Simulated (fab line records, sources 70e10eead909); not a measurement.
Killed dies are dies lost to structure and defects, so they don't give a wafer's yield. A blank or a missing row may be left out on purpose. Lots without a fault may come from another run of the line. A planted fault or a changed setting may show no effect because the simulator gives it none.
Which tool did it? | flow nand_harc | 11 lots, 33 wafers sampled, at 5 steps of a route of 1302

WHAT THE GAUGES READ, wafer by wafer
The record holds no reading of a measuring or inspecting step that can be judged against a usual standard deviation.

WHICH TOOL RAN EACH LOT (tool, then ch and the chambers of the sampled wafers, then the start)
lot  | NHARC_A_CHANNEL_HOLE_D2_ETCH_39               | NHARC_A_CHANNEL_HOLE_D2_ETCH_20  | NHARC_A_CHANNEL_HOLE_D2_ETCH_23  | NHARC_A_CHANNEL_HOLE_D2_XSEM_32 | NHARC_A_CHANNEL_FILL_D2_ALD_03
L517 | rie_diel-02 ch 0,2,3, day 17 00:11 or earlier | har_etch-01 ch 0,1, day 17 00:11 | har_etch-01 ch 0,1, day 17 01:35 | xsem-01 ch 0, day 17 05:41      | ald_sin_batch-01 ch 0, no start
L516 | rie_diel-09 ch 0,2, day 17 04:22 or earlier   | har_etch-01 ch 0,1, day 17 04:22 | har_etch-01 ch 0,1, day 17 05:45 | xsem-02 ch 0, day 17 09:52      | ald_sin_batch-01 ch 0, no start
L519 | rie_diel-09 ch 0,1, day 18 09:43 or earlier   | har_etch-02 ch 0,1, day 18 09:43 | har_etch-02 ch 0,1, day 18 11:06 | xsem-02 ch 0, day 18 15:10      | ald_sin_batch-01 ch 0, no start
L522 | rie_diel-09 ch 0,1,3, day 19 16:58 or earlier | har_etch-02 ch 0,1, day 19 16:58 | har_etch-02 ch 0,1, day 19 18:28 | xsem-02 ch 0, day 19 22:19      | ald_sin_batch-03 ch 0, no start
L523 | rie_diel-02 ch 1,2,3, day 20 03:14 or earlier | har_etch-01 ch 0,1, day 20 03:14 | har_etch-01 ch 0,1, day 20 04:40 | xsem-01 ch 0, day 20 08:37      | ald_sin_batch-02 ch 0, no start
L524 | rie_diel-02 ch 0,2, day 20 18:40 or earlier   | har_etch-01 ch 0,1, day 20 18:40 | har_etch-01 ch 0,1, day 20 20:07 | xsem-01 ch 0, day 21 03:42      | ald_sin_batch-02 ch 0, no start
L526 | rie_diel-02 ch 0,3, day 21 08:31 or earlier   | har_etch-02 ch 0,1, day 21 08:31 | har_etch-02 ch 0,1, day 21 09:54 | xsem-02 ch 0, day 21 13:59      | ald_sin_batch-02 ch 0, no start
L529 | rie_diel-12 ch 0,1,3, day 21 21:53 or earlier | har_etch-01 ch 0,1, day 21 21:53 | har_etch-01 ch 0,1, day 21 23:20 | xsem-02 ch 0, day 22 03:18      | ald_sin_batch-02 ch 0, no start
L528 | rie_diel-02 ch 1,2, day 21 22:29 or earlier   | har_etch-02 ch 0,1, day 21 22:29 | har_etch-02 ch 0,1, day 21 23:52 | xsem-01 ch 0, day 22 03:55      | ald_sin_batch-02 ch 0, no start
L527 | rie_diel-12 ch 0,2,3, day 22 02:01 or earlier | har_etch-01 ch 0,1, day 22 02:01 | har_etch-01 ch 0,1, day 22 03:23 | xsem-02 ch 0, day 22 07:28      | ald_sin_batch-02 ch 0, no start
L530 | rie_diel-12 ch 1,2,3, day 22 17:55 or earlier | har_etch-02 ch 0,1, day 22 17:55 | har_etch-02 ch 0,1, day 22 19:18 | xsem-01 ch 0, day 22 23:21      | ald_sin_batch-03 ch 0, no start
- NHARC_A_CHANNEL_HOLE_D2_ETCH_39: etches the open film in N2/H2, target depth 260 nm, time 325 s.
- NHARC_A_CHANNEL_HOLE_D2_ETCH_20: etches the open film in C4F8/O2/Ar, time 361.9 s, target depth 1600 nm.
- NHARC_A_CHANNEL_HOLE_D2_ETCH_23: etches the open film in C4F8/O2/Ar, time 819 s, target depth 1600 nm.
- NHARC_A_CHANNEL_HOLE_D2_XSEM_32
- NHARC_A_CHANNEL_FILL_D2_ALD_03: deposits SiNx, target thk 6 nm, pulse time 60 s, ald cycles 58.

WHAT THE TOOLS THEMSELVES READ (means of the sampled wafers that have a number; where no wafer has one, the mark that the record gives instead)
NHARC_A_CHANNEL_HOLE_D2_ETCH_39. Usual: drypump_motor_current_A 5.8 A, standard deviation 0.37; oes_product_au 0.999 a.u., standard deviation 0.012; rf_vpp_V 430.5 V, standard deviation 1.7; showerhead_plenum_p_Torr 2.04 Torr, standard deviation 0.051; throttle_valve_pct 14.173 %, standard deviation 0.0084.
lot  | tool        | drypump_motor_current_A (A) | oes_product_au (a.u.) | rf_vpp_V (V) | showerhead_plenum_p_Torr (Torr) | throttle_valve_pct (%) | flag
L517 | rie_diel-02 | 5.7                         | 0.999                 | 431.1        | 2.05                            | 14.175                 |
L516 | rie_diel-09 | 5.7                         | 0.991                 | 429.3        | 2.00                            | 14.175                 |
L519 | rie_diel-09 | 5.8                         | 0.985                 | 429.4        | 1.99                            | 14.174                 |
L522 | rie_diel-09 | 6.0                         | 0.987                 | 429.8        | 2.01                            | 14.184                 |
L523 | rie_diel-02 | 5.7                         | 1.011                 | 430.2        | 2.04                            | 14.173                 |
L524 | rie_diel-02 | 5.6                         | 0.998                 | 431.4        | 2.09                            | 14.168                 |
L526 | rie_diel-02 | 5.7                         | 1.008                 | 431.1        | 2.06                            | 14.179                 |
L529 | rie_diel-12 | 6.0                         | 0.997                 | 430.9        | 2.04                            | 14.177                 |
L528 | rie_diel-02 | 5.5                         | 1.011                 | 431.5        | 2.06                            | 14.168                 |
L527 | rie_diel-12 | 5.8                         | 0.997                 | 430.4        | 2.03                            | 14.181                 |
L530 | rie_diel-12 | 5.9                         | 0.997                 | 428.7        | 2.00                            | 14.170                 |

NHARC_A_CHANNEL_HOLE_D2_ETCH_20. Usual: drypump_motor_current_A 6.0 A, standard deviation 0.45; showerhead_plenum_p_Torr 3.62 Torr, standard deviation 0.14; throttle_valve_pct 32.155 %, standard deviation 0.0091.
lot  | tool        | drypump_motor_current_A (A) | showerhead_plenum_p_Torr (Torr) | throttle_valve_pct (%) | flag
L517 | har_etch-01 | 6.5                         | 3.55                            | 32.148                 |
L516 | har_etch-01 | 6.4                         | 3.61                            | 32.157                 |
L519 | har_etch-02 | 5.6                         | 3.82                            | 32.153                 |
L522 | har_etch-02 | 5.6                         | 3.82                            | 32.151                 |
L523 | har_etch-01 | 6.4                         | 3.58                            | 32.156                 |
L524 | har_etch-01 | 6.5                         | 3.52                            | 32.156                 |
L526 | har_etch-02 | 5.6                         | 3.69                            | 32.154                 |
L529 | har_etch-01 | 6.4                         | 3.57                            | 32.147                 |
L528 | har_etch-02 | 5.6                         | 3.69                            | 32.162                 |
L527 | har_etch-01 | 6.4                         | 3.57                            | 32.158                 |
L530 | har_etch-02 | 5.5                         | 3.68                            | 32.163                 |

NHARC_A_CHANNEL_HOLE_D2_ETCH_23. Usual: drypump_motor_current_A 6.0 A, standard deviation 0.45; showerhead_plenum_p_Torr 3.62 Torr, standard deviation 0.14; throttle_valve_pct 32.154 %, standard deviation 0.0092.
lot  | tool        | drypump_motor_current_A (A) | showerhead_plenum_p_Torr (Torr) | throttle_valve_pct (%) | flag
L517 | har_etch-01 | 6.5                         | 3.54                            | 32.155                 |
L516 | har_etch-01 | 6.4                         | 3.60                            | 32.158                 |
L519 | har_etch-02 | 5.6                         | 3.82                            | 32.156                 |
L522 | har_etch-02 | 5.6                         | 3.81                            | 32.147                 |
L523 | har_etch-01 | 6.4                         | 3.58                            | 32.151                 |
L524 | har_etch-01 | 6.5                         | 3.51                            | 32.157                 |
L526 | har_etch-02 | 5.5                         | 3.69                            | 32.162                 |
L529 | har_etch-01 | 6.4                         | 3.57                            | 32.147                 |
L528 | har_etch-02 | 5.6                         | 3.69                            | 32.156                 |
L527 | har_etch-01 | 6.4                         | 3.57                            | 32.154                 |
L530 | har_etch-02 | 5.6                         | 3.68                            | 32.168                 |

NHARC_A_CHANNEL_HOLE_D2_XSEM_32. Usual: bot_cd_nm 74.6 nm, standard deviation 1.7; bow_nm 8.59 nm, standard deviation 0.23; tilt_deg 0.08 degrees, standard deviation 0.043.
lot  | tool    | bot_cd_nm (nm) | bow_nm (nm) | tilt_deg (degrees) | flag
L517 | xsem-01 | 75.5           | 10.34       | 0.04               | OFF
L516 | xsem-02 | 72.7           | 9.55        | 0.10               | OFF
L519 | xsem-02 | 74.7           | 8.53        | 0.06               |
L522 | xsem-02 | 76.1           | 8.02        | 0.06               |
L523 | xsem-01 | 74.9           | 8.94        | 0.15               |
L524 | xsem-01 | 74.4           | 8.58        | 0.11               |
L526 | xsem-02 | 75.5           | 8.19        | 0.11               |
L529 | xsem-02 | 76.5           | 8.65        | 0.04               |
L528 | xsem-01 | 72.8           | 8.66        | 0.18               |
L527 | xsem-02 | 74.3           | 8.33        | 0.05               |
L530 | xsem-01 | 75.9           | 8.47        | 0.10               |

NHARC_A_CHANNEL_FILL_D2_ALD_03. Usual: precursor_pulse_height_rel 1.000, standard deviation 0.022; susceptor_temp_C 630.2 C, standard deviation 0.33.
lot  | tool             | precursor_pulse_height_rel | susceptor_temp_C (C) | flag
L517 | ald_sin_batch-01 | 0.993                      | 630.1                |
L516 | ald_sin_batch-01 | 0.997                      | -                    | OFF
L519 | ald_sin_batch-01 | 0.998                      | -                    | OFF
L522 | ald_sin_batch-03 | 1.000                      | 630.0                |
L523 | ald_sin_batch-02 | 0.990                      | 630.4                |
L524 | ald_sin_batch-02 | 1.005                      | 630.7                |
L526 | ald_sin_batch-02 | 1.010                      | 630.3                |
L529 | ald_sin_batch-02 | 1.013                      | -                    | OFF
L528 | ald_sin_batch-02 | 1.011                      | -                    | OFF
L527 | ald_sin_batch-02 | 1.040                      | -                    | OFF
L530 | ald_sin_batch-03 | 1.014                      | 630.0                |

THE ANSWER, worked out from the rows above alone
Rule: a lot is off if the mean of its wafers that have a number lies more than 3 standard deviations from the usual mean. A lot without any number at a reading at which 4 lots or more have one is off too. The other lots that the step has rows for count as sound. The gauges are gone through in route order, then the tools' own readings, and for those a lot's mean is taken as printed above. The first step at which some lot is off is used, and at that step the reading that is off furthest; a lot without a number counts as furthest.
Off: L517, L516, at NHARC_A_CHANNEL_HOLE_D2_XSEM_32 (bow_nm).
A tool fits if, at that step or a process step before it, it ran every lot that is off, and no sound lot after the first of them. NHARC_A_CHANNEL_HOLE_D2_ETCH_39 gives no start for some lots, so the hours and the order of its lots are those of NHARC_A_CHANNEL_HOLE_D2_ETCH_20. None of those tried fits.

WHAT THE SIMULATOR HAD PUT IN
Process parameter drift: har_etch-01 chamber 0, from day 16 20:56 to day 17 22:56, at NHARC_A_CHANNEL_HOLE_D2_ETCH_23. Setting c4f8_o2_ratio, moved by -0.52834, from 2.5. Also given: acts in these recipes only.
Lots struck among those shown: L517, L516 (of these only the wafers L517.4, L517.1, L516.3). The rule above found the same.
